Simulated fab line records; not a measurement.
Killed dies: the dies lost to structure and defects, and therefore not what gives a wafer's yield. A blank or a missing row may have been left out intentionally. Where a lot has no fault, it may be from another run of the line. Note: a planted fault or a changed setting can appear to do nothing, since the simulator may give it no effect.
What tool caused it?    flow n5 finfet    9 lots, 27 wafers sampled, at 6 steps of a route of 1938

WHAT THE GAUGES READ, wafer by wafer
N5_ILD0_THK_MEAS_08. Usual: thk nm 139.2 nm, standard deviation 0.97.
lot   measured      on             thk nm (nm)        flag
L183  day 3 20:41   film metro-01  138.8 138.5 138.3  
L186  day 4 12:37   film metro-01  141.0 140.5 139.4  
L187  day 4 21:33   film metro-01  138.9 139.6 138.5  
L189  day 5 07:11   film metro-01  138.5 139.4 138.4  
L191  day 5 21:44   film metro-01  140.1 138.5 136.7  
L198  day 7 15:32   film metro-02  195.5 196.5 197.4  OFF
L199  day 7 22:38   film metro-01  196.9 197.7 197.5  OFF
L200  day 8 01:57   film metro-02  197.5 197.5 199.0  OFF
L205  day 10 03:23  film metro-01  138.6 138.4 138.9  

N5_BEOL_M4_RC_MEAS_101. Usual: DIBL_N 36.6 mV/V, standard deviation 1.1; DIBL_P 36.8 mV/V, standard deviation 1.6; IOFF_N 0.169 nA/um, standard deviation 0.024; IOFF_P 0.206 nA/um, standard deviation 0.028; ION_N 679 uA/um, standard deviation 9.2; ION_P 462 uA/um, standard deviation 7; SS_N 71.6 mV/dec, standard deviation 0.57; SS_P 73.3 mV/dec, standard deviation 0.57; VT_N 248.8 mV, standard deviation 2.4; VT_P -251 mV, standard deviation 3.
lot   measured      on         DIBL_N (mV/V)   DIBL_P (mV/V)   IOFF_N (nA/um)     IOFF_P (nA/um)     ION_N (uA/um)  ION_P (uA/um)  SS_N (mV/dec)   SS_P (mV/dec)   VT_N (mV)          VT_P (mV)       flag
L183  day 9 09:15   prober-01  36.0 36.7 35.0  36.4 37.5 34.9  0.155 0.184 0.150  0.200 0.223 0.181  667 683 666    450 461 451    71.4 72.0 70.9  73.4 72.9 73.3  250.5 245.8 249.7  -254 -250 -256  
L186  day 10 13:31  prober-02  36.5 36.4 37.8  39.0 39.1 39.4  0.202 0.185 0.219  0.228 0.222 0.236  691 682 681    468 463 461    72.6 72.5 72.2  74.4 73.7 74.2  246.6 250.5 246.0  -251 -251 -254  
L187  day 10 06:55  prober-02  36.6 35.6 38.0  38.2 36.9 39.2  0.165 0.140 0.183  0.221 0.201 0.234  691 668 683    468 465 473    71.3 71.5 72.2  72.3 72.2 73.5  248.0 250.8 250.1  -249 -251 -248  
L189  day 10 13:47  prober-01  35.9 34.6 35.4  35.2 34.0 35.5  0.157 0.146 0.165  0.194 0.183 0.200  667 668 667    455 458 457    71.5 71.5 72.4  74.3 73.1 73.9  252.4 249.2 248.4  -250 -252 -252  
L191  day 11 05:14  prober-01  36.7 35.7 38.2  35.7 33.7 38.3  0.153 0.143 0.195  0.236 0.199 0.275  683 683 688    475 467 480    71.3 71.4 71.7  72.6 72.7 73.3  246.7 246.6 245.8  -247 -253 -246  
L205  day 15 13:02  prober-02  35.9 36.3 37.0  36.9 37.3 38.6  0.140 0.143 0.157  0.171 0.179 0.190  673 675 675    455 460 461    70.7 71.4 71.6  72.8 72.9 72.7  255.4 252.2 250.8  -252 -253 -252  

EACH LOT AND THE TOOL THAT RAN IT (in order: tool; ch and the chambers of the sampled wafers; start)
lot   N5_SD_EPI_P_ETCH_36                N5_SD_EPI_P_ETCH_37                N5_SD_EPI_P_ETCHBACK_46            N5_ILD0_CMP_07
L183  rie diel-02 ch 0,2, day 3 11:49    rie diel-02 ch 0,2, day 3 11:54    rie diel-02 ch 0,2, day 3 12:23    cmp-01 ch 1,3, day 3 20:24
L186  rie diel-06 ch 1,2, day 4 04:59    rie diel-06 ch 1,2, day 4 05:02    rie diel-06 ch 1,2, day 4 05:22    cmp-02 ch 0,3, day 4 12:20
L187  rie diel-06 ch 0,2,3, day 4 13:38  rie diel-06 ch 0,2,3, day 4 13:41  rie diel-06 ch 0,2,3, day 4 14:01  cmp-02 ch 0,2,3, day 4 21:22
L189  rie diel-05 ch 0,1,2, day 4 23:25  rie diel-05 ch 0,1,2, day 4 23:28  rie diel-05 ch 0,1,2, day 4 23:47  cmp-02 ch 1,2,3, day 5 06:56
L191  rie diel-06 ch 0,3, day 5 14:07    rie diel-06 ch 0,3, day 5 14:11    rie diel-06 ch 0,3, day 5 14:30    cmp-04 ch 1,3, day 5 21:27
L198  rie diel-05 ch 0,3, day 7 06:13    rie diel-05 ch 0,3, day 7 06:16    rie diel-05 ch 0,3, day 7 06:35    cmp-04 ch 0,1,2, day 7 15:21
L199  rie diel-05 ch 0,3, day 7 15:11    rie diel-05 ch 0,3, day 7 15:14    rie diel-05 ch 0,3, day 7 15:34    cmp-02 ch 0,1,3, day 7 22:21
L200  rie diel-02 ch 1,2, day 7 18:20    rie diel-02 ch 1,2, day 7 18:24    rie diel-02 ch 1,2, day 7 18:43    cmp-02 ch 0,3, day 8 01:39
L205  rie diel-05 ch 0,2,3, day 9 03:47  rie diel-05 ch 0,2,3, day 9 03:51  rie diel-05 ch 0,2,3, day 9 04:10  cmp-04 ch 0,2,3, day 10 03:06
- N5_SD_EPI_P_ETCH_36: etches SiARC in CF4, target depth 45.5 nm, time 75.8 s.
- N5_SD_EPI_P_ETCH_37: etches SOC in N2/H2, overetch 108 nm, time 486 s.
- N5_SD_EPI_P_ETCHBACK_46: etches SiNx in CH3F/O2, stops on SiO2, target depth 17.5 nm.
- N5_ILD0_CMP_07: polishes SiO2 flowable, stops on poly-Si, t overpolish 1.18 s, target thk 138.88 nm.

WHAT THE TOOLS THEMSELVES READ (means of the sampled wafers that have a number; where no wafer has one, the mark that the record gives instead)
N5_SD_EPI_P_ETCH_36. Usual: drypump motor current A 5.7 A, standard deviation 0.48; etch rf on time s 75.9 s, standard deviation 0.92; oes product au 0.69 a.u., standard deviation 0.059; rf vpp V 184.1 V, standard deviation 1.1; showerhead plenum p Torr 2.15 Torr, standard deviation 0.061; throttle valve pct 15.45 %, standard deviation 0.16.
lot   tool         drypump motor current A (A)  etch rf on time s (s)  oes product au (a.u.)  rf vpp V (V)  showerhead plenum p Torr (Torr)  throttle valve pct (%)  flag
L183  rie diel-02  5.9                          75.5                   0.73                   185.5         2.17                             15.29                   
L186  rie diel-06  6.1                          75.7                   0.64                   183.9         2.11                             15.70                   
L187  rie diel-06  6.2                          75.0                   0.64                   183.6         2.11                             15.64                   
L189  rie diel-05  5.4                          76.0                   0.72                   183.7         2.16                             15.37                   
L191  rie diel-06  6.1                          75.7                   0.64                   183.9         2.11                             15.52                   
L198  rie diel-05  5.3                          75.9                   0.66                   184.6         2.23                             15.41                   
L199  rie diel-05  5.3                          77.0                   0.65                   184.9         2.23                             15.43                   
L200  rie diel-02  6.3                          75.1                   0.75                   185.4         2.24                             15.47                   
L205  rie diel-05  5.4                          77.7                   0.69                   184.5         2.18                             15.39                   

N5_SD_EPI_P_ETCH_37. Usual: drypump motor current A 5.8 A, standard deviation 0.48; oes product au 0.72 a.u., standard deviation 0.061; rf vpp V 240.7 V, standard deviation 1.2; showerhead plenum p Torr 2.55 Torr, standard deviation 0.077; throttle valve pct 23.59 %, standard deviation 0.25.
lot   tool         drypump motor current A (A)  oes product au (a.u.)  rf vpp V (V)  showerhead plenum p Torr (Torr)  throttle valve pct (%)  flag
L183  rie diel-02  5.9                          0.76                   241.1         2.58                             23.38                   
L186  rie diel-06  6.1                          0.68                   240.3         2.50                             23.84                   
L187  rie diel-06  6.2                          0.68                   240.6         2.50                             23.86                   
L189  rie diel-05  5.4                          0.76                   241.3         2.57                             23.44                   
L191  rie diel-06  6.1                          0.68                   241.0         2.51                             23.80                   
L198  rie diel-05  5.3                          0.69                   241.7         2.66                             23.43                   
L199  rie diel-05  5.3                          0.69                   241.6         2.65                             23.41                   
L200  rie diel-02  6.3                          0.78                   241.6         2.66                             23.85                   
L205  rie diel-05  5.4                          0.72                   241.0         2.60                             23.53                   

N5_SD_EPI_P_ETCHBACK_46. Usual: drypump motor current A 5.8 A, standard deviation 0.48; oes product au 0.69 a.u., standard deviation 0.058; rf vpp V 297.8 V, standard deviation 3; showerhead plenum p Torr 2.01 Torr, standard deviation 0.059; throttle valve pct 16.19 %, standard deviation 0.16.
lot   tool         drypump motor current A (A)  oes product au (a.u.)  rf vpp V (V)  showerhead plenum p Torr (Torr)  throttle valve pct (%)  flag
L183  rie diel-02  5.9                          0.73                   301.5         2.04                             16.08                   
L186  rie diel-06  6.1                          0.65                   296.8         1.97                             16.43                   
L187  rie diel-06  6.2                          0.64                   295.3         1.97                             16.39                   
L189  rie diel-05  5.5                          0.72                   297.0         2.02                             16.09                   
L191  rie diel-06  6.1                          0.64                   294.7         1.97                             16.28                   
L198  rie diel-05  5.3                          0.67                   299.2         2.08                             16.13                   
L199  rie diel-05  5.3                          0.66                   299.9         2.08                             16.14                   
L200  rie diel-02  6.3                          0.74                   300.1         2.11                             16.25                   
L205  rie diel-05  5.4                          0.69                   299.1         2.04                             16.13                   

N5_ILD0_CMP_07. Usual: edge zone pressure frac 1.000, standard deviation 0.005; head pressure psi 4.150 psi, standard deviation 0.01; motor current A 12.0 A, standard deviation 1.3; platen rpm 51.80 rpm, standard deviation 0.036.
lot   tool    edge zone pressure frac  head pressure psi (psi)  motor current A (A)  platen rpm (rpm)  flag
L183  cmp-01  0.999                    4.156                    11.5                 51.81             
L186  cmp-02  1.000                    4.151                    11.9                 51.78             
L187  cmp-02  1.000                    4.157                    12.4                 51.82             
L189  cmp-02  0.999                    4.147                    13.2                 51.78             
L191  cmp-04  0.994                    4.148                    13.3                 51.82             
L198  cmp-04  -                        -                        -                    -                 OFF
L199  cmp-02  -                        -                        -                    -                 OFF
L200  cmp-02  -                        -                        -                    -                 OFF
L205  cmp-04  0.998                    4.148                    11.0                 51.79             

THE ANSWER, worked out from the rows above alone
Rule: take the mean of a lot's wafers that have a number; if it is more than 3 standard deviations from the usual mean, the lot is off. A lot without any number at a reading at which 4 lots or more have one is off too. All remaining lots with rows at the step are treated as sound. First the gauges in route order, then the tools' own readings, where a lot's mean is used as printed above. At the first step where some lot is off, the reading lying furthest off is the one used; lots without a number count as furthest.
Off: L198, L199, L200 (N5_ILD0_THK_MEAS_08, thk nm).
If a tool, at a process step before that reading, ran all the lots that are off and no sound lot after the first of them, it fits. Not tried: the gauges at N5_ILD0_THK_MEAS_08; whatever is off there is also off at N5_ILD0_CMP_07, on other tools, and gauge error can't account for it. Of those tried, none fits.

WHAT THE SIMULATOR HAD PUT IN
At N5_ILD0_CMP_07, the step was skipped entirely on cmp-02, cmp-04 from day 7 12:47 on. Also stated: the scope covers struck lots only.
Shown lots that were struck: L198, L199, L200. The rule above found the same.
